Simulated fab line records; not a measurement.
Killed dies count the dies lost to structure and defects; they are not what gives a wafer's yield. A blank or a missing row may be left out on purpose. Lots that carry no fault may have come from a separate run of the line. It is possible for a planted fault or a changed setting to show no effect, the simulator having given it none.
Problem report, 8D (eight disciplines) form, completed by code :: flow n5Finfet :: the parts of the form that need people (team, actions taken, sign-off) are left out

1. WHAT IS WRONG
Wafers without a fault read 93.3 nm, standard deviation 1.3; trenchDepthNm at N5_BEOL_M8_OCD_MEAS_38 reads a mean of 83.2 nm on 9 wafers belonging to 3 lots. Relative to the usual mean, that is a shift of -7.8 standard deviations.
The first sign was on wafer L371.4 at day 12 10:13, on ocd-02. The record has a number at this step for 27 wafers belonging to 9 lots. Rule for "out" (also "out of limits"): further than 4 standard deviations from the usual mean. Any other wafer with a number is counted as sound.

2. WHAT THIS IS AND IS NOT
question: which readings at this step
is: trenchDepthNm
is not: -

question: which lots
is: L371, L372, L374
is not: L362, L363, L369, L377, L378, L382

question: which wafers of those lots
is: all that have a number
is not: -

question: read on which gauges
is: ocd-01, ocd-02
is not: -

question: when
is: from day 12 10:13
is not: up to then (9 sound wafers); but 9 sound wafers of L377, L378, L382 came after

3. SUSPECTS, AND WHAT RULES EACH OUT
Counting: a tool stays on the suspect list if, at a process step up to the reading, it processed all lots that are out and no sound lot following the first of them.
- the gauge at N5_BEOL_M8_OCD_MEAS_38: ruled out. 2 gauges (ocd-01, ocd-02) read the wafers that are out.
- rieDiel-01 at N5_BEOL_M8_DESCUM_33 (chemistry O2, time 7 s): kept. Every lot that is out went through it, starting with L371 (day 12 09:47), and after that it ran no sound lot; the last sound lot it ran before then is L363 (day 10 12:52).
- rieDiel-01 at N5_BEOL_M8_TRENCH_ETCH_37 (etches SiCOH lowk in C4F6/O2, target depth 93.478 nm, time 31.2 s): kept. Every lot that is out went through it, starting with L371 (day 12 10:03), and after that it ran no sound lot; the last sound lot it ran before then is L363 (day 10 13:08). Out on those wafers are its own readings of rfFwdPowerW, rfVppV.
After counting, rieDiel-01 at N5_BEOL_M8_DESCUM_33 and rieDiel-01 at N5_BEOL_M8_TRENCH_ETCH_37 remain.

4. THE CAUSE (what the simulator had put in)
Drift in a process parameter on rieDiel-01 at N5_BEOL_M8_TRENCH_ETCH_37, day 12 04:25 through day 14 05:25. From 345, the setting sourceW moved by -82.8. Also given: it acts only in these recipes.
Of the 2 suspects that counting leaves, this tool is one.

5. THE CHAIN OF EFFECTS, in route order
One row per reading whose mean, taken over the struck wafers that have a number, lies over 3 standard deviations from the usual. Scope: only readings with a usual standard deviation given in the record; hours: median across lots of the time from each lot's start at the first step in this table that gives one to its start at this step; sigmas: change in usual standard deviations.
hours: 0
step: N5_BEOL_M8_TRENCH_ETCH_37
reading: rfFwdPowerW
usual: 340.1 W
on struck wafers: 257.2
change: -82.9
sigmas: -55

hours: 0
step: N5_BEOL_M8_TRENCH_ETCH_37
reading: rfVppV
usual: 668 V
on struck wafers: 771
change: +103
sigmas: +19

hours: 0
step: N5_BEOL_M8_OCD_MEAS_38
reading: trenchDepthNm
usual: 93.3 nm
on struck wafers: 83.2
change: -10.1
sigmas: -7.8

hours: 4
step: N5_BEOL_M8_THK_MEAS_53
reading: M8_THK
usual: 80.7 nm
on struck wafers: 70.8
change: -9.9
sigmas: -6.2

hours: 4
step: N5_BEOL_M8_RS_MEAS_57
reading: M8_RS
usual: 0.285 ohm/sq
on struck wafers: 0.331
change: +0.046
sigmas: +7.3
Process steps it contains:
- N5_BEOL_M8_TRENCH_ETCH_37: etches SiCOH lowk in C4F6/O2, target depth 93.478 nm, time 31.2 s.

6. HOW IT WOULD HAVE BEEN CAUGHT EARLIER
Counted from the fault's start at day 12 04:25, it took 6 hours until the first out-of-limits reading at a measuring or inspecting step in this record, taken at day 12 10:13.
The tool's own readings at N5_BEOL_M8_TRENCH_ETCH_37 were out on every struck wafer that the step has a row for (rfFwdPowerW, rfVppV): an alarm limit on them would have fired on the first of those.
Lots out: 3; of these, L374, L372 started N5_BEOL_M8_TRENCH_ETCH_37 on rieDiel-01 after day 12 10:13. A hold on the tool at that time would have spared those 2.
